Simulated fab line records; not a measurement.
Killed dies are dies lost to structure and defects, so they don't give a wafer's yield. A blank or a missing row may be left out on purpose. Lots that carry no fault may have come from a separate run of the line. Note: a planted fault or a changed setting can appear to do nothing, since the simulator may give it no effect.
8D (eight disciplines) problem report, filled in by code ; flow nand_harc ; the parts of the form that need people (team, actions taken, sign-off) are left out

1. WHAT IS WRONG
Wafers without a fault read 118.01 C, standard deviation 0.14; plate_temp_C at NHARC_P_ZERO_WELL_PEB_35 reads a mean of 119.96 C on 6 wafers belonging to 2 lots. Measured from the usual mean, that is +14 standard deviations.
The step: peb time 85 s.
First observed at day 4 16:01: wafer L649.1, on litho_track-03. The record holds 33 wafers of 11 lots with a number at this step. By rule, "out" or "out of limits" means more than 4 standard deviations away from the usual mean. All remaining wafers that have a number are taken as sound.

2. WHAT THIS IS AND IS NOT
question;is;is not
which readings at this step;plate_temp_C, heater_power_total_W;-
which lots;L649, L652;L638, L641, L644, L645, L647, L648, L650, L657, L660
which wafers of those lots;all that have a number;-
read on which tools;litho_track-03;litho_track-02, litho_track-07
when;from day 4 16:01;"up to then (18 sound wafers); but 9 sound wafers of L650, L657, L660 came after"

3. WHAT RULES OUT EACH SUSPECT
Counting: any tool at a process step up to the reading is kept as a suspect provided that every lot that is out went through it and no sound lot did after the first of them.
- litho_track-03 at NHARC_P_ZERO_WELL_PEB_35 (peb time 85 s): kept. It ran every lot that is out, first L649 (day 4 16:01), and no sound lot after that; its last sound lot up to then is L648 (day 4 09:54). On those wafers its own readings are out: heater_power_total_W, plate_temp_C.
Remaining after the count: litho_track-03 at NHARC_P_ZERO_WELL_PEB_35.

4. THE CAUSE (what the simulator had put in)
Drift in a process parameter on litho_track-03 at NHARC_P_ZERO_WELL_PEB_35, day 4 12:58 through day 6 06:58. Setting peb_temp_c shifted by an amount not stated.
Counting left only this tool.

5. THE EFFECT CHAIN, in route order
Each row: a reading where the mean over the struck wafers with a number is more than 3 standard deviations away from the usual. Scope: only readings with a usual standard deviation given in the record; hours: median across lots of the time from each lot's start at the first step in this table that gives one to its start at this step; sigmas: change in usual standard deviations.
hours;step;reading;usual;on struck wafers;change;sigmas
0;NHARC_P_ZERO_WELL_PEB_35;heater_power_total_W;163.95 W;167.57;+3.62;+13
0;NHARC_P_ZERO_WELL_PEB_35;plate_temp_C;118.01 C;119.96;+1.95;+14
Process steps it contains:
- NHARC_P_ZERO_WELL_PEB_35: peb time 85 s.
Later measuring or inspecting steps at which every struck wafer that the step has a row for has a number for every such reading, and none has moved that far: NHARC_END_SORT_01.

6. HOW IT WOULD HAVE BEEN CAUGHT EARLIER
In this record the first reading out of limits was taken at day 4 16:01, 3 hours after the fault began at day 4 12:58.
